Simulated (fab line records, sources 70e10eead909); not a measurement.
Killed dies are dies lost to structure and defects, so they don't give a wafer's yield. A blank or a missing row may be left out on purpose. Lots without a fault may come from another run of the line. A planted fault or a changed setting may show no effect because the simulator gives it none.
fab line records | flow nand_harc
record lots=6 wafers=18 last_day=33
route steps=1302 shown P_M2@337 P_BONDPAD@351 END@1302
lots that met no fault: from a run of the same line without faults
start_h: hours from the record's first day to the start of the lot's first wafer shown | wait_h: hours since the lot's step before | " the same as in the row above | L1.1+2: a row that stands for several wafers | - no value, or no start given | * or withheld: withheld | < > ~ a bound
route shown NAME@n: a module of which the file shows steps, and the number in the route of the first | usual: mean/standard deviation of fault-free wafers | same: alike in all rows | chamber/n: place in a boat | sites: the reading at each site | _std_site: their standard deviation | _edge_site: outer sites' mean less inner sites' | radius_mm: how far each site lies from the wafer's centre | mask NAME#n: copy n | behind: the tool/chamber that last shaped the wafer | hold: why the lot was held/for how many hours/how that ended | device: the transistor (n, p or np) that didn't switch | end of line: the same wafers' tests at the end of the route | a step without rows: its recipe alone | killed: dies lost to structure and defects at the first sort, not the wafer's yield | map: a wafer's dies, x killed, . not, _ none there
set.NAME: the setting as run; set.NAME@STEP: as run at that earlier step | model.NAME: the simulator's own value behind a step, which no gauge read
lots at some steps of the route; a table a step, a row a wafer
services: from which hour (start_h, from the record's first day; less than 0 if before it) a tool's chamber was out of use, for how many hours, and why
## steps
# step NHARC_P_M2_STRIP_19
# recipe time_s=600 temp_c=30 chemistry=post_etch_residue_remover
# step NHARC_P_M2_DEGAS_29
# recipe temp_c=250 time_s=60
# step NHARC_P_M2_PRE_CLEAN_30
# recipe time_s=30 temp_c=280 gas=H2/He
# usual heater_power_w=426/43
# columns lot.wafer tool chamber start_h wait_h heater_power_w
L217.3 pvd_sputter-02 - - - 403
L217.4 " - " " 500
L217.6 " - " " 425
L223.2 pvd_sputter-01 - - - 465
L223.4 " - " " 404
L223.6 " - " " 476
L222.4 pvd_sputter-02 - - - 423
L222.3 " - " " 481
L222.6 " - " " 409
L228.4 pvd_sputter-03 - - - 423
L228.3 " - " " 382
L228.5 " - " " 388
L229.3 pvd_sputter-03 - - - 337
L229.4 " - " " 412
L229.6 " - " " 352
L238.1 pvd_sputter-01 - - - 476
L238.2 " - " " 395
L238.5 " - " " 386
# step NHARC_P_M2_PVD_20
# recipe target_thk_a=50 bias_v=168.6 power_w=15000 chamber_pressure_pa=0.12 time_s=8.06 substrate_temp_c=50 material=TaN
# usual throttle_valve_pct=30.4/0.82
# columns lot.wafer tool chamber start_h wait_h throttle_valve_pct
L217.4 pvd_sputter-02 - - - 31.5
L217.3 " - " " 30.8
L217.6 " - " " 31.2
L223.4 pvd_sputter-01 - - - 30.6
L223.2 " - " " 30.8
L223.6 " - " " 30.7
L222.4 pvd_sputter-02 - - - 31.6
L222.3 " - " " 30.3
L222.6 " - " " 30.9
L228.4 pvd_sputter-03 - - - 30.6
L228.3 " - " " 28.4
L228.5 " - " " 28.3
L229.3 pvd_sputter-03 - - - 30.7
L229.4 " - " " 32.0
L229.6 " - " " 30.9
L238.2 pvd_sputter-01 - - - 30.8
L238.1 " - " " 29.8
L238.5 " - " " 30.9
# step NHARC_P_M2_PVD_21
# recipe target_thk_a=300 chamber_pressure_pa=5 power_w=5000 substrate_temp_c=30 time_s=20.49 material=Cu
# step NHARC_P_M2_ECD_22
# recipe target_thk_a=4000 bath_temp_c=25 material=Cu
# step NHARC_P_M2_ANNEAL_31
# recipe temp_c=225 time_s=90
# usual wafer_temp_C_max=226.2/0.46
# columns lot.wafer tool chamber start_h wait_h wafer_temp_C_max
L217.3 rtp_anneal-02 0 129.16 - 226.3
L217.4 " 0 " " 226.1
L217.6 " 0 " " 226.8
L223.2 rtp_anneal-02 0 189.93 0.4 226.8
L223.4 " 0 " " 226.0
L223.6 " 0 " " 226.6
L222.3 rtp_anneal-01 0 190.89 - 225.8
L222.4 " 0 " " 225.9
L222.6 " 0 " " 225.8
L228.3 rtp_anneal-01 0 247.01 - 226.0
L228.4 " 0 " " 225.7
L228.5 " 0 " " 225.7
L229.3 rtp_anneal-01 0 250.32 0.3 225.9
L229.4 " 0 " " 225.5
L229.6 " 0 " " 225.6
L238.1 rtp_anneal-02 0 339.52 0.3 226.3
L238.2 " 0 " " 226.2
L238.5 " 0 " " 226.6
# step NHARC_P_M2_CMP_23
# recipe t_overpolish_s=20 target_thk_nm=144.3
# step NHARC_P_M2_THK_MEAS_24
# recipe thk_meas_gauge=xrf
# usual thk_nm=143.7/1.5
# columns lot.wafer tool chamber start_h wait_h thk_nm
L217.3 film_metro-01 - 129.73 - 145.2
L217.4 " - " " 141.8
L217.6 " - " " 143.2
L223.2 film_metro-02 - 190.54 - 145.5
L223.4 " - " " 142.5
L223.6 " - " " 142.4
L222.3 film_metro-02 - 191.44 - 145.1
L222.4 " - " " 143.2
L222.6 " - " " 143.6
L228.3 film_metro-01 - 247.56 - 144.0
L228.4 " - " " 141.8
L228.5 " - " " 141.3
L229.3 film_metro-02 - 250.88 - 140.9
L229.4 " - " " 141.7
L229.6 " - " " 144.6
L238.1 film_metro-01 - 340.19 - 145.1
L238.2 " - " " 143.0
L238.5 " - " " 142.2
# step NHARC_P_M2_SRD_25
# step NHARC_P_M2_INSPECT_27
# usual raw_defect_count=312/110
# columns lot.wafer tool chamber start_h wait_h raw_defect_count
L217.3 defect_inspect-02 - 129.88 0.0 254
L217.4 " - " " 230
L217.6 " - " " 321
L223.2 defect_inspect-01 - 190.72 0.0 164
L223.4 " - " " 181
L223.6 " - " " 188
L222.3 defect_inspect-01 - 191.60 0.0 333
L222.4 " - " " 264
L222.6 " - " " 357
L228.3 defect_inspect-01 - 247.71 0.0 155
L228.4 " - " " 183
L228.5 " - " " 274
L229.3 defect_inspect-02 - 251.03 0.0 389
L229.4 " - " " 856
L229.6 " - " " 414
L238.1 defect_inspect-01 - 340.35 0.0 296
L238.2 " - " " 274
L238.5 " - " " 175
# step NHARC_P_M2_PRE_CLEAN_32
# recipe time_s=12 temp_c=370 rf_power_w=300 gas=NH3
# usual heater_power_outer_w=390/49 heater_power_w=676/72
# columns lot.wafer tool chamber start_h wait_h heater_power_outer_w heater_power_w
L217.3 pecvd-04 1 129.98 0.1 342 645
L217.4 " 2 " " 349 582
L217.6 " 0 " " 458 790
L223.2 pecvd-04 0 190.82 0.1 450 784
L223.4 " 2 " " 409 660
L223.6 " 0 " " 448 791
L222.3 pecvd-02 1 191.67 0.1 469 793
L222.4 " 2 " " 361 583
L222.6 " 0 " " 365 690
L228.3 pecvd-02 2 247.78 0.1 317 554
L228.4 " 2 " " 324 559
L228.5 " 1 " " 525 877
L229.3 pecvd-02 2 251.12 0.1 295 541
L229.4 " 0 " " 361 657
L229.6 " 2 " " 308 525
L238.1 pecvd-02 2 340.41 0.1 326 572
L238.2 " 1 " " 500 826
L238.5 " 1 " " 490 818
# step NHARC_P_M2_DEP_33
# recipe target_thk_a=300 temp_c=370 target_thk_nm=30 pressure_torr=3 flow_sccm=200 rf_w=450 material=SiCN
# step NHARC_P_BONDPAD_DEP_00
# recipe target_thk_a=2500 temp_c=370 target_thk_nm=250 pressure_torr=3 flow_sccm=200 rf_w=450 material=SiCN
# step NHARC_P_BONDPAD_CMP_32
# recipe target_thk_nm=200 material=SiCN
# step NHARC_P_BONDPAD_THK_MEAS_33
# recipe thk_meas_gauge=ellipsometry
# usual thk_nm=199.4/1.6
# columns lot.wafer tool chamber start_h wait_h thk_nm
L217.3 film_metro-01 - 131.08 0.2 198.2
L217.4 " - " " 198.4
L217.6 " - " " 198.2
L223.2 film_metro-01 - 191.94 0.2 201.2
L223.4 " - " " 202.4
L223.6 " - " " 200.8
L222.3 film_metro-01 - 192.82 0.2 199.7
L222.4 " - " " 198.4
L222.6 " - " " 197.2
L228.3 film_metro-01 - 248.94 0.2 200.8
L228.4 " - " " 200.3
L228.5 " - " " 197.0
L229.3 film_metro-02 - 252.24 0.2 200.0
L229.4 " - " " 197.4
L229.6 " - " " 201.0
L238.1 film_metro-01 - 341.58 0.2 200.9
L238.2 " - " " 198.3
L238.5 " - " " 199.9
# step NHARC_P_BONDPAD_SRD_34
# step NHARC_P_BONDPAD_DEHYDRATE_01
# recipe temp_c=150 time_s=120
# step NHARC_P_BONDPAD_HMDS_02
# recipe time_s=30
# step NHARC_P_BONDPAD_COAT_36
# recipe temp_c=200 time_s=65
# step NHARC_P_BONDPAD_COAT_03
# recipe spin_rpm=2000 resist_thk_nm=600
# step NHARC_P_BONDPAD_SOFTBAKE_04
# recipe temp_c=125 time_s=70
# step NHARC_P_BONDPAD_EBR_05
# step NHARC_P_BONDPAD_EXPOSE_06
# recipe na=0.55 dose_mj=37.06 mask_id=P_BPAD
# step NHARC_P_BONDPAD_PEB_07
# recipe peb_temp_c=128 peb_time_s=80
# step NHARC_P_BONDPAD_DEVELOP_08
# recipe time_s=50 dev_temp_c=22
# step NHARC_P_BONDPAD_CD_MEAS_09
# recipe target_cd_nm=500 landing_energy_ev=500
# usual cd_nm=499.9/1.6
# columns lot.wafer tool chamber start_h wait_h cd_nm
L217.3 cd_sem-03 0 131.53 - 497.5
L217.4 " 0 " " 497.9
L217.6 " 0 " " 499.6
L223.2 cd_sem-03 0 192.53 - 502.2
L223.4 " 0 " " 501.2
L223.6 " 0 " " 499.9
L222.3 cd_sem-03 0 193.39 - 501.6
L222.4 " 0 " " 500.3
L222.6 " 0 " " 500.4
L228.3 cd_sem-02 0 249.50 - 499.4
L228.4 " 0 " " 500.4
L228.5 " 0 " " 501.6
L229.3 cd_sem-03 0 252.81 - 500.6
L229.4 " 0 " " 497.4
L229.6 " 0 " " 499.8
L238.1 cd_sem-01 0 342.01 - 502.0
L238.2 " 0 " " 497.5
L238.5 " 0 " " 501.2
# step NHARC_P_BONDPAD_OVL_MEAS_38
# usual overlay_x_nm=0/6.9 overlay_y_nm=-1/7.9
# columns lot.wafer tool chamber start_h wait_h overlay_x_nm overlay_y_nm
L217.3 overlay-02 - 131.61 - -2 6
L217.4 " - " " -1 6
L217.6 " - " " -1 6
L223.2 overlay-02 - 192.61 - 12 -12
L223.4 " - " " 12 -12
L223.6 " - " " 12 -13
L222.3 overlay-01 - 193.47 - -1 1
L222.4 " - " " -1 1
L222.6 " - " " 0 1
L228.3 overlay-02 - 249.59 - 3 6
L228.4 " - " " 3 6
L228.5 " - " " 3 6
L229.3 overlay-02 - 252.89 - 2 -6
L229.4 " - " " 2 -6
L229.6 " - " " 3 -6
L238.1 overlay-02 - 342.10 - -3 -13
L238.2 " - " " -2 -12
L238.5 " - " " -3 -13
# step NHARC_P_BONDPAD_HARDBAKE_10
# recipe temp_c=118 time_s=65
# step NHARC_P_BONDPAD_DESCUM_11
# recipe time_s=3 o2_flow_sccm=200 ar_flow_sccm=0 bias_power_w=0 chemistry=O2
# step NHARC_P_BONDPAD_ETCH_37
# recipe target_depth_a=600 overetch_a=180 time_s=65.91 ion_energy_ev=200 n2_flow_sccm=150 h2_flow_sccm=150 ar_flow_sccm=0 rf_w=400 bias_w=150 chemistry=N2/H2
# step NHARC_P_BONDPAD_ETCH_12
# recipe target_depth_a=2000 time_s=100 chf3_flow_sccm=50 o2_flow_sccm=10 ar_flow_sccm=200 rf_w=500 bias_w=200 chemistry=CHF3/O2
# step NHARC_P_BONDPAD_CD_MEAS_13
# usual cd_nm=499.7/1.8
# columns lot.wafer tool chamber start_h wait_h cd_nm
L217.3 cd_sem-03 - 132.05 - 496.6
L217.4 " - " " 497.5
L217.6 " - " " 498.9
L223.2 cd_sem-03 - 193.10 - 502.5
L223.4 " - " " 501.1
L223.6 " - " " 500.6
L222.3 cd_sem-03 - 193.96 - 500.7
L222.4 " - " " 500.3
L222.6 " - " " 501.0
L228.3 cd_sem-03 - 250.08 - 499.7
L228.4 " - " " 500.5
L228.5 " - " " 500.7
L229.3 cd_sem-02 - 253.38 - 501.5
L229.4 " - " " 496.9
L229.6 " - " " 499.2
L238.1 cd_sem-03 - 342.54 - 501.0
L238.2 " - " " 496.8
L238.5 " - " " 499.9
# step NHARC_P_BONDPAD_STRIP_15
# recipe o2_flow_sccm=500 ar_flow_sccm=0 bias_w=0 chemistry=O2
# step NHARC_P_BONDPAD_ETCH_24
# recipe target_depth_a=300 over_etch_frac=0.3 time_s=72.99 ion_energy_ev=150 cf4_flow_sccm=50 n2_flow_sccm=100 ar_flow_sccm=150 rf_w=300 bias_w=100 chemistry=CF4/N2
# usual drypump_motor_current_A=5.7/0.63 oes_product_au=1.000/0.0095 rf_vpp_V=313.1/1.8 showerhead_plenum_p_Torr=2.56/0.095 throttle_valve_pct=19.793/0.0085
# columns lot.wafer tool chamber start_h wait_h drypump_motor_current_A oes_product_au rf_hours_counter_h rf_vpp_V showerhead_plenum_p_Torr throttle_valve_pct
L217.3 rie_diel-11 0 - - 6.3 1.013 2.2 312.3 2.51 19.786
L217.4 " 1 " " 6.6 1.001 2.1 315.6 2.75 19.790
L217.6 " 0 " " 6.4 0.997 - 311.9 2.51 19.790
L223.4 rie_diel-11 2 - - 6.5 1.006 5.9 310.7 2.50 19.792
L223.2 " 3 " " 4.9 0.996 5.5 310.8 2.48 19.801
L223.6 " 2 " " 6.5 0.988 - 311.3 2.50 19.786
L222.3 rie_diel-11 1 - - 6.6 1.001 6.1 316.0 2.75 19.794
L222.4 " 3 " " 4.9 1.006 5.6 311.8 2.48 19.795
L222.6 " 1 " " 6.6 1.000 - 316.4 2.75 19.790
L228.4 rie_diel-01 1 - - 6.4 1.003 1.4 311.6 2.49 19.795
L228.3 " 3 " " 5.8 1.016 1.3 315.2 2.60 19.811
L228.5 " 1 " " 6.4 1.005 - 312.4 2.49 19.807
L229.3 rie_diel-11 0 253.65 0.2 6.4 1.022 7.6 312.6 2.51 19.782
L229.4 " 3 " " 4.9 1.001 - 312.0 2.48 19.800
L229.6 " 0 " " 6.3 1.023 - 313.1 2.51 19.792
L238.2 rie_diel-12 0 - - 4.8 1.002 4.5 315.9 2.67 19.798
L238.1 " 1 " " 6.2 0.990 3.8 313.1 2.47 19.803
L238.5 " 1 " " 6.2 1.005 - 311.4 2.47 19.800
# step NHARC_P_BONDPAD_STRIP_16
# recipe time_s=600 temp_c=30 chemistry=post_etch_residue_remover
# step NHARC_P_BONDPAD_DEGAS_25
# recipe temp_c=300 time_s=60
# usual heater_power_w=475/50
# columns lot.wafer tool chamber start_h wait_h heater_power_w
L217.3 pvd_sputter-03 - 132.69 - 377
L217.4 " - " " 448
L217.6 " - " " 473
L223.4 pvd_sputter-02 - 193.72 - 559
L223.2 " - " " 549
L223.6 " - " " 546
L222.3 pvd_sputter-01 - 194.62 - 538
L222.4 " - " " 474
L222.6 " - " " 440
L228.4 pvd_sputter-03 - 250.71 - 391
L228.3 " - " " 480
L228.5 " - " " 460
L229.3 pvd_sputter-01 - 254.06 - 465
L229.4 " - " " 555
L229.6 " - " " 517
L238.2 pvd_sputter-02 - 343.16 - 560
L238.1 " - " " 550
L238.5 " - " " 547
# step NHARC_P_BONDPAD_PRE_CLEAN_26
# recipe time_s=30 temp_c=280 gas=H2/He
# step NHARC_P_BONDPAD_PVD_17
# recipe target_thk_a=50 bias_v=168.6 power_w=15000 chamber_pressure_pa=0.12 time_s=8.06 substrate_temp_c=50 material=TaN
# step NHARC_P_BONDPAD_PVD_27
# recipe target_thk_a=300 chamber_pressure_pa=5 power_w=5000 substrate_temp_c=30 time_s=20.49 material=Cu
# step NHARC_P_BONDPAD_ECD_18
# recipe target_thk_a=4000 bath_temp_c=25 material=Cu
# step NHARC_END_SORT_01
# recipe temp_c=25
# usual killed_at_array=59/16 killed_at_other=0.8/1.1 killed_at_periphery=3.6/2.4 killed_dies=64/16 killed_open=3.4/1.8 killed_short=2.5/1.6
# same gross_dies=677
# columns lot.wafer tool chamber start_h wait_h killed_at_array killed_at_other killed_at_periphery killed_dies killed_open killed_short
L223.2 prober-01 0 614.36 2.8 75 0 3 78 4 0
L222.3 prober-02 0 615.20 3.1 75 0 2 77 2 0
L222.4 prober-02 0 616.01 3.4 47 1 2 50 4 2
L222.6 prober-02 0 617.62 4.0 68 2 3 73 7 6
L228.3 prober-01 0 683.91 3.1 66 1 65 132 4 4
L228.4 prober-01 0 684.70 3.4 67 1 55 123 5 1
L228.5 prober-01 0 685.50 3.7 83 0 31 114 2 0
L229.3 prober-01 0 691.71 3.1 39 0 70 109 2 4
L229.4 prober-01 0 692.51 3.4 36 0 69 105 3 3
L229.6 prober-01 0 694.11 4.0 36 0 68 104 2 0
# killed by level:class
L223.2 A_CHANNEL_HOLE_D2:chamber_film_flake=36 A_SLIT:chamber_film_flake=28 A_STAIRCASE:chamber_film_flake=4 A_CONTACT:chamber_film_flake=2 A_CHANNEL_FILL_D1:geometric_particle:open=1 A_CHANNEL_FILL_D2:geometric_particle:open=1 A_WL_FILL:geometric_particle:open=1 A_M0:geometric_particle:open=1
L222.3 A_CHANNEL_HOLE_D1:chamber_film_flake=41 A_CHANNEL_HOLE_D2:chamber_film_flake=17 A_STAIRCASE:chamber_film_flake=8 P_ZERO_WELL:chamber_film_flake=2 A_CHANNEL_FILL_D1:chamber_film_flake=2 A_SLIT:chamber_film_flake=2 A_ONON_D2:geometric_particle:open=1 A_CONTACT:geometric_particle:open=1
L222.4 A_CHANNEL_HOLE_D1:chamber_film_flake=29 A_CHANNEL_HOLE_D2:chamber_film_flake=6 A_STAIRCASE:chamber_film_flake=3 A_SOURCE_PLATE:geometric_particle:open=1 A_CHANNEL_FILL_D1:geometric_particle:open=1 A_DECK1_JOINT:chamber_film_flake=1 A_DECK1_JOINT:geometric_particle:short=1 A_CHANNEL_HOLE_D2:geometric_particle:short=1
L222.6 A_CHANNEL_HOLE_D1:chamber_film_flake=42 A_CHANNEL_HOLE_D2:chamber_film_flake=5 A_STAIRCASE:chamber_film_flake=4 A_CHANNEL_FILL_D1:geometric_particle:short=2 A_CONTACT:chamber_film_flake=2 THIN_TSV:chamber_film_flake=2 P_CONTACT:geometric_particle:open=1 P_M0:geometric_particle:open=1
L228.3 P_M2:unspecified=63 A_CHANNEL_HOLE_D1:chamber_film_flake=31 A_SLIT:chamber_film_flake=22 A_CONTACT:chamber_film_flake=4 A_WL_FILL:geometric_particle:short=2 P_GATE:geometric_particle:open=1 A_ONON_D1:geometric_particle:open=1 A_ONON_D1:geometric_particle:short=1
L228.4 P_M2:unspecified=52 A_SLIT:chamber_film_flake=42 A_CHANNEL_HOLE_D1:chamber_film_flake=12 A_CONTACT:chamber_film_flake=5 A_STAIRCASE:chamber_film_flake=4 P_STI:geometric_particle:short=1 P_M0:geometric_particle:open=1 A_CHANNEL_FILL_D1:geometric_particle:open=1
L228.5 A_CHANNEL_HOLE_D1:chamber_film_flake=37 A_SLIT:chamber_film_flake=30 P_M2:unspecified=26 A_CONTACT:chamber_film_flake=4 A_DECK1_JOINT:chamber_film_flake=3 P_M1:chamber_film_flake=2 A_STAIRCASE:chamber_film_flake=2 A_WL_FILL:chamber_film_flake=2
L229.3 P_M2:unspecified=68 A_CHANNEL_HOLE_D2:chamber_film_flake=20 A_CHANNEL_HOLE_D1:chamber_film_flake=6 A_CONTACT:chamber_film_flake=2 A_SLIT:chamber_film_flake=2 A_STAIRCASE:chamber_film_flake=2 A_ONON_D1:geometric_particle:open=1 A_ONON_D1:geometric_particle:short=1
L229.4 P_M2:unspecified=66 A_CHANNEL_HOLE_D2:chamber_film_flake=15 A_CHANNEL_HOLE_D1:chamber_film_flake=6 A_SLIT:chamber_film_flake=4 A_STAIRCASE:chamber_film_flake=3 A_CONTACT:chamber_film_flake=3 P_CONTACT:geometric_particle:open=1 P_M0:geometric_particle:open=1
L229.6 P_M2:unspecified=64 A_CHANNEL_HOLE_D2:chamber_film_flake=20 A_CHANNEL_HOLE_D1:chamber_film_flake=11 P_STI:chamber_film_flake=2 P_M1:chamber_film_flake=2 A_STAIRCASE:chamber_film_flake=2 A_CHANNEL_HOLE_D2:geometric_particle:open=1 A_M1:geometric_particle:open=1
# map L228.3 (x killed, . not)
____________x____________
_________xxxxxx._________
_______.xxxxxxx..._______
______.xxxxxxxx....______
_____.xxxxxxxx......_____
____....xxxxxxxx.....____
____....xxxxxx.x.....____
___...xxxxxxxxx.......___
___.....x.xxxx........___
__...x...xxxx..........__
__............x........__
_...........x..........._
_......................._
_...x..................._
_...x..................x_
_.................x....._
.........x...............
.........................
.........x...............
............x............
.......xxxx.xxxx.....x..x
_......xxxxxxxx........._
_........xxxxx.........._
_......xxx.xxxxx......x._
_.......xxxxx...x...x..._
_......xxxxx............_
__....xx..x.xx.....x...__
__......x.x.xx.........__
___...xx..............___
___.....x.............___
____.................____
____.................____
_____.....x........._____
______.............______
_______..........._______
_________......x_________
____________.____________
# map L229.3 (x killed, . not)
____________x____________
_________xxx.xx._________
_______.xxxxxxx..._______
______.xxxxxxxxx...______
_____.xxxxxxxxx....._____
____...xxxxxxxx......____
____...xxxxxxxxx.....____
___...x.xxxxxxx.......___
___x.....xxxxx........___
__......xxx.xx.........__
__.......xx.x..........__
_..........xx..........._
_xx....................._
_........x.............._
_......................._
_......................._
........x................
........x................
x......x.x.x.............
........x..xxx...........
.........xxx..x..........
_........x.xx..........._
_..........xx..........._
_..........xxxx........._
_.........xx............_
_........xx............._
__.........x...x......x__
__...x................x__
___.....x.............___
___...................___
____.................____
____.................____
_____..............._____
______.............______
_______..........._______
_________...x..._________
____________.____________
## services
# columns tool chamber start_h hours kind
rie_diel-12 0 105.95 1.7 repair
pvd_sputter-02 - 109.05 3.2 repair
rie_diel-01 2 124.90 8.0 repair
pecvd-04 2 126.83 2.4 repair
pecvd-04 1 133.09 7.7 repair
rie_diel-12 0 135.20 6.2 repair
rie_diel-12 0 177.40 1.7 repair
pvd_sputter-03 - 180.95 10.0 pm
rie_diel-01 2 189.10 4.8 repair
pvd_sputter-03 - 192.77 2.6 repair
pvd_sputter-02 - 207.87 0.5 repair
rie_diel-11 0 217.46 8.5 repair
pvd_sputter-01 - 226.00 10.0 pm
pecvd-02 - 227.24 13.0 pm
rie_diel-11 1 249.45 12.3 repair
rie_diel-11 - 255.50 9.0 pm
pecvd-04 1 261.40 6.8 repair
pecvd-04 - 269.37 13.0 pm
pvd_sputter-02 - 273.09 8.9 repair
pvd_sputter-02 - 282.00 10.0 pm
pvd_sputter-03 - 298.99 0.8 repair
pvd_sputter-03 - 303.09 4.9 repair
rie_diel-11 1 321.73 7.7 repair
pvd_sputter-03 - 333.55 8.2 repair
## key
first_sign step=NHARC_END_SORT_01 reading=killed_at_periphery direction=up sigmas=23 usual=3.6 struck=59.7
effect step=NHARC_END_SORT_01 reading=killed_dies direction=up sigmas=3.2 usual=64 struck=114
more_kills_born_at NHARC_P_M2_PRE_CLEAN_32@pecvd-02=339
met_at NHARC_P_M2_PRE_CLEAN_32
struck_wafers L228.3,L228.4,L228.5,L229.3,L229.4,L229.6
tester_left_out L229
onset_between 191.67 247.78
also_fits NHARC_P_M2_PRE_CLEAN_30:pvd_sputter-03,NHARC_P_M2_PVD_20:pvd_sputter-03,NHARC_P_M2_ANNEAL_31:rtp_anneal-01
earlier_fault kind=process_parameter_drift tool=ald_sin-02 chamber=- onset_h=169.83 steps=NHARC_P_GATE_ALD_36 channel=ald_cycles offset=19 shape=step end_h=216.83 stated=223
earlier_fault kind=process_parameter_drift tool=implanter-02 chamber=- onset_h=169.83 steps=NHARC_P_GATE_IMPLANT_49 channel=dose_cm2 offset=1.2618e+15 shape=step end_h=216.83 acts_in=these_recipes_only stated=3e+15
fault kind=chamber_particle_source tool=pecvd-02 chamber=- onset_h=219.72 steps=NHARC_P_M2_PRE_CLEAN_32 rate_per_visit_cm2=0.51439 end_h=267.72
# tester_left_out: of these lots the tester's yield and bins aren't shown, on N5 and GAA mostly nor the transistor test; their killed dies are dies lost to structure and defects alone, not to doping, threshold or leakage, so they don't give the yield
